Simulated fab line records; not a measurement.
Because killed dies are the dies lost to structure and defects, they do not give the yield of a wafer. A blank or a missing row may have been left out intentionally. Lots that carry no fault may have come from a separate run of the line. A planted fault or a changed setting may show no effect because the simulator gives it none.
fab line records	flow n5-finfet	part 1 of 2: steps 1 to 20 of 26
[record] lots = 5	wafers = 15	last-day = 18
route steps=1938 shown MIM_TOP_LITHO@1846 MIM_TOP_ETCH@1851 MIM_BOT_LITHO@1854 MIM_BOT_ETCH@1866
lots untouched by any fault: they come from a run of this same line in which no faults occurred
start-h: the number of hours between the record's first day and the start of the first shown wafer of the lot	wait-h: time in hours since the lot's previous step	" the same as in the row above	L1.1+2: several wafers, shown together as one row	- either no value or no given start	* or withheld: withheld	< > ~ a bound
route shown NAME@n: NAME is a module with steps in the file, n the number in the route of the first one	usual: mean and standard deviation over wafers with no fault	same: alike in all rows	chamber/n: place in a boat	sites: the reading at each site	_std_site: standard deviation of those values	_edge_site: outer sites' mean less inner sites'	radius-mm: how far each site lies from the wafer's centre	mask NAME#n: copy n	behind: the last tool/chamber to shape the wafer	hold: why the lot was held/for how many hours/how that ended	device: whichever transistor did not switch (one of n, p or np)	end of line: the same wafers' tests at the end of the route	a step given without rows: its recipe and nothing more	killed: at the first sort, the dies lost to defects and structure; wafer yield is something else	map: a wafer's dies, x killed, . not, _ none there
set.NAME: setting as actually run; set.NAME@STEP: the setting as run at that earlier step	model.NAME: the simulator's own value behind a step, which no gauge read
lots at selected steps of the route; one table per step, one row per wafer
services: from which hour (start-h, from the record's first day; less than 0 if before it) a tool's chamber was out of use, for how many hours, and why
[[steps]]
[step N5_MIM_TOP_LITHO_HARDBAKE_09]
[recipe] temp-c = 130	time-s = 120
[usual] chill-plate-temp-C = 23.00/0.11	plate-temp-C = 129.98/0.14
[same] time-s = 120
lot.wafer	tool	chamber	start-h	wait-h	chill-plate-temp-C	plate-temp-C
L079.2	litho-track-04	0	-	-	23.03	129.88
L079.4	"	0	"	"	22.98	129.85
L079.6	"	0	"	"	22.93	129.90
L083.1	litho-track-03	0	-	-	23.04	130.02
L083.4	"	0	"	"	23.00	130.18
L083.6	"	0	"	"	23.00	129.89
L085.3	litho-track-04	0	-	-	23.06	130.02
L085.4	"	0	"	"	22.97	130.30
L085.6	"	0	"	"	23.05	129.92
L086.2	litho-track-03	0	-	-	23.04	129.89
L086.5	"	0	"	"	23.20	130.05
L086.6	"	0	"	"	23.20	130.21
L097.1	litho-track-05	0	-	-	23.04	130.08
L097.2	"	0	"	"	23.03	129.87
L097.4	"	0	"	"	22.98	129.92
[step N5_MIM_TOP_LITHO_CD_MEAS_08]
[recipe] target-cd-nm = 2000	landing-energy-ev = 500	detector = se-inlens
[usual] cd-nm = 1999.4/1.2
lot.wafer	tool	chamber	start-h	wait-h	cd-nm
L079.2	cd-sem-01	0	312.06	-	1999.9
L079.4	"	0	"	"	1999.6
L079.6	"	0	"	"	2000.0
L083.1	cd-sem-02	0	343.95	-	2000.8
L083.4	"	0	"	"	1999.4
L083.6	"	0	"	"	1999.1
L085.3	cd-sem-02	0	351.59	-	1999.9
L085.4	"	0	"	"	2000.7
L085.6	"	0	"	"	1999.8
L086.2	cd-sem-01	0	374.10	-	1998.3
L086.5	"	0	"	"	1999.6
L086.6	"	0	"	"	2001.2
L097.1	cd-sem-03	0	417.64	-	1998.5
L097.2	"	0	"	"	1997.1
L097.4	"	0	"	"	1998.1
[step N5_MIM_TOP_LITHO_OVL_MEAS_11]
[recipe] points-per-wafer = 44
[usual] MIM_TOP_OVL = 3/6.1
lot.wafer	tool	chamber	start-h	wait-h	MIM_TOP_OVL[nm]
L079.2	overlay-01	0	312.09	0.0	-1
L079.4	"	0	"	"	1
L079.6	"	0	"	"	-6
L083.1	overlay-01	0	343.98	0.0	13
L083.4	"	0	"	"	4
L083.6	"	0	"	"	5
L085.3	overlay-01	0	351.62	0.0	5
L085.4	"	0	"	"	6
L085.6	"	0	"	"	8
L086.2	overlay-01	0	374.13	0.0	1
L086.5	"	0	"	"	11
L086.6	"	0	"	"	-1
L097.1	overlay-02	0	417.67	0.0	3
L097.2	"	0	"	"	6
L097.4	"	0	"	"	8
[step N5_MIM_TOP_LITHO_INSPECT_12]
[recipe] mode = adi	inspect-instrument = macro
[usual] raw-defect-count = 1.9/1.1
lot.wafer	tool	chamber	start-h	wait-h	raw-defect-count
L079.2	defect-inspect-02	-	312.11	0.0	2
L079.4	"	-	"	"	1
L079.6	"	-	"	"	3
L083.1	defect-inspect-02	-	344.01	0.0	2
L083.4	"	-	"	"	4
L083.6	"	-	"	"	2
L085.3	defect-inspect-02	-	351.64	0.0	1
L085.4	"	-	"	"	3
L085.6	"	-	"	"	0
L086.2	defect-inspect-02	-	374.16	0.0	1
L086.5	"	-	"	"	0
L086.6	"	-	"	"	3
L097.1	defect-inspect-01	-	417.70	0.0	2
L097.2	"	-	"	"	3
L097.4	"	-	"	"	2
[step N5_MIM_TOP_LITHO_DESCUM_10]
[recipe] chemistry = O2	time-s = 7.9	source-power-w = 50	bias-power-w = 20	pressure-mtorr = 20	rf-frequency-hz = 2.712e+07	temp-c = 40	o2-flow-sccm = 225
[usual] chamber-pressure-mTorr = 19.999/0.019	drypump-motor-current-A = 5.7/0.51	oes-product-au = 0.81/0.096	rf-vpp-V = 243.1/1.5	showerhead-plenum-p-Torr = 2.09/0.083	throttle-valve-pct = 20.46/0.22
[same] time-s = 7.9
lot.wafer	tool	chamber	start-h	wait-h	chamber-pressure-mTorr	drypump-motor-current-A	oes-product-au	rf-hours-counter-h	rf-vpp-V	showerhead-plenum-p-Torr	throttle-valve-pct
L079.2	rie-diel-05	1	312.25	0.1	19.995	5.0	0.79	105	243.9	2.11	20.53
L079.4	"	2	"	"	20.007	6.1	0.69	244	244.8	2.15	20.79
L079.6	"	0	"	"	19.973	5.0	0.98	-	243.9	2.14	20.41
L083.1	rie-diel-01	2	344.33	0.3	20.012	6.1	0.94	26	241.8	2.04	20.32
L083.4	"	0	"	"	19.995	5.5	0.73	-	241.8	2.00	20.72
L083.6	"	2	"	"	20.013	6.1	0.93	-	243.7	2.04	20.32
L085.3	rie-diel-05	3	351.68	0.0	20.006	5.6	0.68	245	242.9	1.98	20.96
L085.4	"	1	"	"	19.986	5.0	0.79	-	243.0	2.10	20.57
L085.6	"	3	"	"	19.981	5.6	0.68	-	240.9	1.98	20.93
L086.2	rie-diel-05	0	374.39	0.2	19.989	4.9	0.92	28	243.9	2.13	20.45
L086.5	"	1	"	"	20.004	5.0	0.77	-	243.6	2.10	20.58
L086.6	"	2	"	"	20.005	6.1	0.97	-	243.8	2.15	20.39
L097.1	rie-diel-04	0	417.84	0.1	20.004	5.8	0.71	205	242.0	1.99	20.36
L097.2	"	2	"	"	19.975	6.0	0.86	55	244.5	2.12	20.33
L097.4	"	3	"	"	20.011	6.7	0.78	148	244.8	2.19	20.43
[step N5_MIM_TOP_ETCH_ETCH_00]
[recipe] chemistry = Cl2/BCl3	target = TiN	target-depth-a = 385	ion-energy-ev = 150	pressure-mtorr = 10	icp-w = 1000	bias-w = 126	Cl2_flow_sccm = 53.25	bcl3-flow-sccm = 21.75	Ar_flow_sccm = 25
[usual] chamber-pressure-mTorr = 9.999/0.0097	drypump-motor-current-A = 5.5/0.4	he-backside-leak-sccm = 3.4/0.36	oes_ar_750_au = 0.77/0.08	oes-product-au = 0.77/0.08	throttle-valve-pct = 22.64/0.15
lot.wafer	tool	chamber	start-h	wait-h	chamber-pressure-mTorr	drypump-motor-current-A	he-backside-leak-sccm	oes_ar_750_au	oes-product-au	rf-hours-counter-h	throttle-valve-pct
L079.2	rie-metal-01	1	312.34	0.1	9.994	5.3	3.2	0.82	0.82	20	22.52
L079.4	"	1	"	"	9.992	5.3	3.1	0.82	0.82	-	22.52
L079.6	"	1	"	"	9.992	5.3	3.1	0.82	0.83	-	22.51
L083.1	rie-metal-02	0	344.41	0.1	10.006	4.9	3.1	0.72	0.72	66	22.82
L083.4	"	0	"	"	10.008	4.9	3.1	0.72	0.72	-	22.81
L083.6	"	0	"	"	9.997	4.9	3.0	0.71	0.72	-	22.81
L085.3	rie-metal-03	0	351.81	0.1	9.995	5.6	3.6	0.89	0.88	-	22.43
L085.4	"	1	"	"	10.009	5.8	3.6	0.68	0.67	-	22.73
L085.6	"	0	"	"	10.000	5.6	3.6	0.89	0.87	-	22.43
L086.2	rie-metal-03	1	374.47	0.1	10.009	5.8	3.5	0.68	0.67	83	22.71
L086.5	"	0	"	"	9.986	5.6	3.6	0.88	0.87	-	22.45
L086.6	"	1	"	"	10.025	5.9	3.6	0.67	0.67	-	22.73
L097.1	rie-metal-02	0	417.93	0.1	9.993	4.9	3.0	0.70	0.70	74	22.83
L097.2	"	1	"	"	9.997	5.7	3.7	0.78	0.78	51	22.59
L097.4	"	0	"	"	10.008	4.9	3.1	0.70	0.69	-	22.83
[step N5_MIM_TOP_ETCH_STRIP_01]
[recipe] chemistry = O2	power-w = 600	temp-c = 60	pressure-mtorr = 30	rf-frequency-hz = 6e+07	bias-power-w = 0	overash-fraction = 0.5	o2-flow-sccm = 225
[usual] chamber-pressure-mTorr = 30.00/0.089	drypump-motor-current-A = 5.6/0.48	oes-product-au = 0.80/0.098	rf-vpp-V = 3.8/1.4	showerhead-plenum-p-Torr = 2.11/0.061	throttle-valve-pct = 16.66/0.17
lot.wafer	tool	chamber	start-h	wait-h	chamber-pressure-mTorr	drypump-motor-current-A	oes-product-au	rf-hours-counter-h	rf-vpp-V	showerhead-plenum-p-Torr	throttle-valve-pct
L079.2	rie-diel-02	2	312.55	0.2	29.98	5.7	0.70	213	4.6	2.17	16.66
L079.4	"	1	"	"	30.08	5.1	0.94	13	3.7	2.15	16.41
L079.6	"	3	"	"	30.03	5.9	0.70	-	3.3	2.08	16.47
L083.1	rie-diel-02	0	344.55	0.1	30.04	4.7	0.90	42	4.8	2.14	16.66
L083.4	"	3	"	"	30.11	5.9	0.72	194	4.7	2.08	16.50
L083.6	"	0	"	"	29.89	4.7	0.92	-	3.1	2.14	16.61
L085.3	rie-diel-03	0	351.91	0.1	30.05	5.5	0.72	192	4.7	2.10	16.92
L085.4	"	3	"	"	29.86	5.9	0.71	209	4.2	2.08	16.79
L085.6	"	2	"	"	30.06	6.4	0.95	-	3.6	2.15	16.57
L086.2	rie-diel-03	0	374.61	0.1	30.04	5.5	0.71	197	1.4	2.09	16.89
L086.5	"	0	"	"	30.00	5.5	0.71	-	3.0	2.09	16.91
L086.6	"	3	"	"	30.02	5.9	0.70	-	3.5	2.08	16.85
L097.1	rie-diel-06	0	418.16	0.2	30.05	5.9	0.81	100	4.6	2.02	16.75
L097.2	"	3	"	"	30.10	5.4	0.80	106	3.2	2.20	16.41
L097.4	"	2	"	"	29.97	6.2	0.73	184	3.5	1.92	16.72
[step N5_MIM_TOP_ETCH_PECVD_03]
[recipe] material = SiNx	target-thk-a = 200	temp-c = 400	precursor = SiH4/NH3/N2	pressure-torr = 1.5	rf-w = 300	time-s = 17.6
[usual] heater-power-w = 848/100	showerhead-plenum-p-Torr = 5.14/0.1	throttle-valve-pct = 40.8/2
[same] time-s = 17.6
lot.wafer	tool	chamber	start-h	wait-h	heater-power-w	showerhead-plenum-p-Torr	throttle-valve-pct
L079.2	pecvd-01	0	312.62	-	771	4.90	44.1
L079.4	"	2	"	"	793	5.04	37.5
L079.6	"	1	"	"	857	5.23	40.6
L083.1	pecvd-03	0	344.62	-	786	5.17	39.8
L083.4	"	0	"	"	761	5.17	40.0
L083.6	"	1	"	"	893	5.18	42.1
L085.3	pecvd-02	1	351.97	-	983	5.25	42.6
L085.4	"	1	"	"	983	5.23	42.6
L085.6	"	2	"	"	883	5.16	38.7
L086.2	pecvd-01	2	374.68	-	789	5.05	38.0
L086.5	"	1	"	"	1000	5.24	40.8
L086.6	"	2	"	"	786	5.05	38.0
L097.1	pecvd-03	0	418.22	-	751	5.17	40.1
L097.2	"	2	"	"	932	5.17	42.0
L097.4	"	2	"	"	976	5.16	42.2
[step N5_MIM_BOT_LITHO_HMDS_01]
[recipe] time-s = 60	temp-c = 120
[usual] chill-plate-temp-C = 23.03/0.1	plate-temp-C = 120.00/0.12
[same] time-s = 60
lot.wafer	tool	chamber	start-h	wait-h	chill-plate-temp-C	plate-temp-C
L079.2	litho-track-03	0	312.69	0.0	22.94	120.10
L079.4	"	0	"	"	23.05	120.27
L079.6	"	0	"	"	23.07	120.09
L083.1	litho-track-01	0	344.69	0.0	22.98	120.00
L083.4	"	0	"	"	22.93	120.03
L083.6	"	0	"	"	23.08	119.99
L085.3	litho-track-03	0	352.04	0.1	23.00	120.10
L085.4	"	0	"	"	22.98	120.40
L085.6	"	0	"	"	22.92	120.12
L086.2	litho-track-02	0	374.77	0.1	23.02	120.06
L086.5	"	0	"	"	22.97	119.79
L086.6	"	0	"	"	23.04	119.91
L097.1	litho-track-01	0	418.30	0.0	23.14	119.79
L097.2	"	0	"	"	23.20	120.14
L097.4	"	0	"	"	23.12	119.82
[step N5_MIM_BOT_LITHO_COAT_02]
[recipe] spin-rpm = *	resist-thk-nm = *
[usual] chill-plate-temp-C = 23.00/0.1
lot.wafer	tool	chamber	start-h	wait-h	chill-plate-temp-C
L079.2	litho-track-03	0	-	-	23.04
L079.4	"	0	"	"	23.14
L079.6	"	0	"	"	23.09
L083.1	litho-track-01	0	-	-	23.08
L083.4	"	0	"	"	22.86
L083.6	"	0	"	"	22.96
L085.3	litho-track-03	0	-	-	22.95
L085.4	"	0	"	"	22.80
L085.6	"	0	"	"	23.00
L086.2	litho-track-02	0	-	-	23.08
L086.5	"	0	"	"	23.04
L086.6	"	0	"	"	23.07
L097.1	litho-track-01	0	-	-	22.95
L097.2	"	0	"	"	22.97
L097.4	"	0	"	"	23.25
[step N5_MIM_BOT_LITHO_EBR_04]
[recipe] solvent = PGMEA	ebr-width-mm = 1.5
[usual] chill-plate-temp-C = 22.99/0.11
lot.wafer	tool	chamber	start-h	wait-h	chill-plate-temp-C
L079.2	litho-track-03	0	-	-	23.19
L079.4	"	0	"	"	22.98
L079.6	"	0	"	"	23.09
L083.1	litho-track-01	0	-	-	22.97
L083.4	"	0	"	"	23.04
L083.6	"	0	"	"	23.20
L085.3	litho-track-03	0	-	-	23.17
L085.4	"	0	"	"	23.15
L085.6	"	0	"	"	23.06
L086.2	litho-track-02	0	-	-	22.75
L086.5	"	0	"	"	23.06
L086.6	"	0	"	"	22.97
L097.1	litho-track-01	0	-	-	22.86
L097.2	"	0	"	"	22.97
L097.4	"	0	"	"	23.03
[step N5_MIM_BOT_LITHO_SOFTBAKE_03]
[recipe] temp-c = 100	time-s = 90
[usual] chill-plate-temp-C = 22.99/0.11	plate-temp-C = 100.01/0.13
[same] time-s = 90
lot.wafer	tool	chamber	start-h	wait-h	chill-plate-temp-C	plate-temp-C
L079.2	litho-track-03	0	-	-	22.93	100.25
L079.4	"	0	"	"	23.03	100.01
L079.6	"	0	"	"	22.91	99.90
L083.1	litho-track-01	0	-	-	23.05	100.09
L083.4	"	0	"	"	23.04	99.90
L083.6	"	0	"	"	22.89	100.01
L085.3	litho-track-03	0	-	-	22.91	99.93
L085.4	"	0	"	"	22.93	100.06
L085.6	"	0	"	"	22.95	99.94
L086.2	litho-track-02	0	-	-	23.19	99.77
L086.5	"	0	"	"	23.07	99.79
L086.6	"	0	"	"	23.06	99.79
L097.1	litho-track-01	0	-	-	23.25	100.15
L097.2	"	0	"	"	22.97	99.96
L097.4	"	0	"	"	22.90	99.88
[step N5_MIM_BOT_LITHO_EXPOSE_05]
[recipe] mask-id = MIM_BOT	na = 0.55	source-shape = conventional	sigma-outer = 0.8	polarization = unpolarized	dose-mj = 24.25
lot.wafer	tool	chamber	start-h	wait-h	mask
L079.2+4+6	krf-scanner-02	0	312.93	-	MIM_BOT#0
L083.1+4+6	krf-scanner-02	0	344.92	-	MIM_BOT#0
L085.3+4+6	krf-scanner-01	0	352.29	-	MIM_BOT#0
L086.2+5+6	krf-scanner-01	0	374.88	-	MIM_BOT#0
L097.1+2+4	krf-scanner-01	0	418.40	-	MIM_BOT#0
[step N5_MIM_BOT_LITHO_PEB_06]
[recipe] peb-temp-c = withheld	peb-time-s = *
[usual] chill-plate-temp-C = *
lot.wafer	tool	chamber	start-h	wait-h	chill-plate-temp-C
L079.2	litho-track-01	0	312.98	0.0	*
L079.4	"	0	"	"	*
L079.6	"	0	"	"	*
L083.1	litho-track-02	0	344.98	0.1	*
L083.4	"	0	"	"	*
L083.6	"	0	"	"	*
L085.3	litho-track-03	0	352.33	0.0	*
L085.4	"	0	"	"	*
L085.6	"	0	"	"	*
L086.2	litho-track-02	0	374.94	0.0	*
L086.5	"	0	"	"	*
L086.6	"	0	"	"	*
L097.1	litho-track-03	0	418.46	0.1	*
L097.2	"	0	"	"	*
L097.4	"	0	"	"	*
[step N5_MIM_BOT_LITHO_DEVELOP_07]
[recipe] develop-time-s = 60	rinse-liquid = diw	dry = air-spin	dev-temp-c = 21
[usual] chill-plate-temp-C = 23.01/0.11
lot.wafer	tool	chamber	start-h	wait-h	chill-plate-temp-C
L079.2	litho-track-01	0	-	-	22.99
L079.4	"	0	"	"	22.89
L079.6	"	0	"	"	23.04
L083.1	litho-track-02	0	-	-	22.80
L083.4	"	0	"	"	22.92
L083.6	"	0	"	"	22.88
L085.3	litho-track-03	0	-	-	23.09
L085.4	"	0	"	"	23.05
L085.6	"	0	"	"	23.17
L086.2	litho-track-02	0	-	-	22.94
L086.5	"	0	"	"	23.05
L086.6	"	0	"	"	22.94
L097.1	litho-track-03	0	-	-	23.06
L097.2	"	0	"	"	23.11
L097.4	"	0	"	"	23.04
[step N5_MIM_BOT_LITHO_HARDBAKE_09]
[recipe] temp-c = 130	time-s = 120
[usual] chill-plate-temp-C = 23.01/0.12	plate-temp-C = 130.00/0.12
[same] time-s = 120
lot.wafer	tool	chamber	start-h	wait-h	chill-plate-temp-C	plate-temp-C
L079.2	litho-track-01	0	-	-	23.04	130.00
L079.4	"	0	"	"	22.92	130.07
L079.6	"	0	"	"	23.07	129.95
L083.1	litho-track-02	0	-	-	23.09	130.07
L083.4	"	0	"	"	22.99	130.15
L083.6	"	0	"	"	23.06	130.12
L085.3	litho-track-03	0	-	-	23.11	129.97
L085.4	"	0	"	"	23.18	130.13
L085.6	"	0	"	"	23.31	130.02
L086.2	litho-track-02	0	-	-	23.05	129.82
L086.5	"	0	"	"	22.93	130.04
L086.6	"	0	"	"	23.03	130.00
L097.1	litho-track-03	0	-	-	23.09	130.21
L097.2	"	0	"	"	23.08	130.20
L097.4	"	0	"	"	22.94	130.21
[step N5_MIM_BOT_LITHO_CD_MEAS_08]
[recipe] target-cd-nm = 3000	landing-energy-ev = 500	detector = se-inlens	polarity = opening
[usual] cd-nm = 2999.7/1.5
lot.wafer	tool	chamber	start-h	wait-h	cd-nm
L079.2	cd-sem-02	0	313.10	-	2997.2
L079.4	"	0	"	"	2998.1
L079.6	"	0	"	"	2997.4
L083.1	cd-sem-02	0	345.10	-	2998.3
L083.4	"	0	"	"	2998.8
L083.6	"	0	"	"	2999.5
L085.3	cd-sem-03	0	352.45	-	2999.1
L085.4	"	0	"	"	2999.7
L085.6	"	0	"	"	2998.5
L086.2	cd-sem-02	0	375.06	-	2999.9
L086.5	"	0	"	"	2997.5
L086.6	"	0	"	"	2998.2
L097.1	cd-sem-01	0	418.58	-	2997.8
L097.2	"	0	"	"	2998.4
L097.4	"	0	"	"	2997.3
[step N5_MIM_BOT_LITHO_OVL_MEAS_11]
[recipe] points-per-wafer = 44
[usual] MIM_BOT_OVL = 1/5.4
lot.wafer	tool	chamber	start-h	wait-h	MIM_BOT_OVL[nm]
L079.2	overlay-01	0	313.13	0.0	-5
L079.4	"	0	"	"	-2
L079.6	"	0	"	"	-10
L083.1	overlay-02	0	345.13	0.0	3
L083.4	"	0	"	"	7
L083.6	"	0	"	"	1
L085.3	overlay-01	0	352.48	0.0	-6
L085.4	"	0	"	"	4
L085.6	"	0	"	"	6
L086.2	overlay-01	0	375.09	0.0	-10
L086.5	"	0	"	"	-4
L086.6	"	0	"	"	-2
L097.1	overlay-02	0	418.61	0.0	-3
L097.2	"	0	"	"	6
L097.4	"	0	"	"	6
[step N5_MIM_BOT_LITHO_INSPECT_12]
[recipe] mode = adi	inspect-instrument = macro
[usual] raw-defect-count = 2.2/1.3
lot.wafer	tool	chamber	start-h	wait-h	raw-defect-count
L079.2	defect-inspect-02	-	313.15	0.0	0
L079.4	"	-	"	"	1
L079.6	"	-	"	"	2
L083.1	defect-inspect-02	-	345.15	0.0	2
L083.4	"	-	"	"	2
L083.6	"	-	"	"	2
L085.3	defect-inspect-02	-	352.51	0.0	1
L085.4	"	-	"	"	2
L085.6	"	-	"	"	2
L086.2	defect-inspect-01	-	375.11	0.0	4
L086.5	"	-	"	"	0
L086.6	"	-	"	"	1
L097.1	defect-inspect-02	-	418.63	0.0	3
L097.2	"	-	"	"	3
L097.4	"	-	"	"	3
[step N5_MIM_BOT_LITHO_DESCUM_10]
[recipe] chemistry = O2	time-s = 7.9	source-power-w = 50	bias-power-w = 20	pressure-mtorr = 20	rf-frequency-hz = 2.712e+07	temp-c = 40	o2-flow-sccm = 225
[usual] chamber-pressure-mTorr = 19.999/0.018	drypump-motor-current-A = 5.7/0.46	oes-product-au = 0.80/0.091	rf-vpp-V = 242.9/1.4	showerhead-plenum-p-Torr = 2.08/0.082	throttle-valve-pct = 20.43/0.21
[same] time-s = 7.9
lot.wafer	tool	chamber	start-h	wait-h	chamber-pressure-mTorr	drypump-motor-current-A	oes-product-au	rf-hours-counter-h	rf-vpp-V	showerhead-plenum-p-Torr	throttle-valve-pct
L079.2	rie-diel-01	0	313.19	0.0	19.983	5.5	0.74	146	241.8	2.01	20.71
L079.4	"	3	"	"	20.004	5.1	0.87	29	242.1	2.14	20.09
L079.6	"	3	"	"	19.996	5.1	0.87	-	243.8	2.14	20.11
L083.1	rie-diel-01	0	345.19	0.0	19.999	5.5	0.74	156	242.1	2.00	20.71
L083.4	"	0	"	"	20.007	5.5	0.74	-	240.9	2.00	20.73
L083.6	"	2	"	"	19.998	6.0	0.93	-	241.5	2.04	20.32
L085.3	rie-diel-04	3	352.54	0.0	19.993	6.7	0.80	124	244.1	2.20	20.37
L085.4	"	1	"	"	19.988	5.6	0.74	180	241.8	2.00	20.42
L085.6	"	0	"	"	20.010	5.8	0.72	-	240.9	1.99	20.31
L086.2	rie-diel-04	0	375.14	0.0	20.001	5.8	0.72	189	241.9	1.99	20.33
L086.5	"	0	"	"	20.011	5.8	0.72	-	241.3	1.99	20.34
L086.6	"	1	"	"	19.966	5.7	0.73	-	240.2	2.00	20.42
L097.1	rie-diel-05	3	418.67	0.0	20.019	5.6	0.95	13	246.1	2.24	20.57
L097.2	"	1	"	"	19.994	5.0	0.76	144	242.7	2.10	20.59
L097.4	"	0	"	"	20.000	4.9	0.89	46	242.4	2.12	20.46
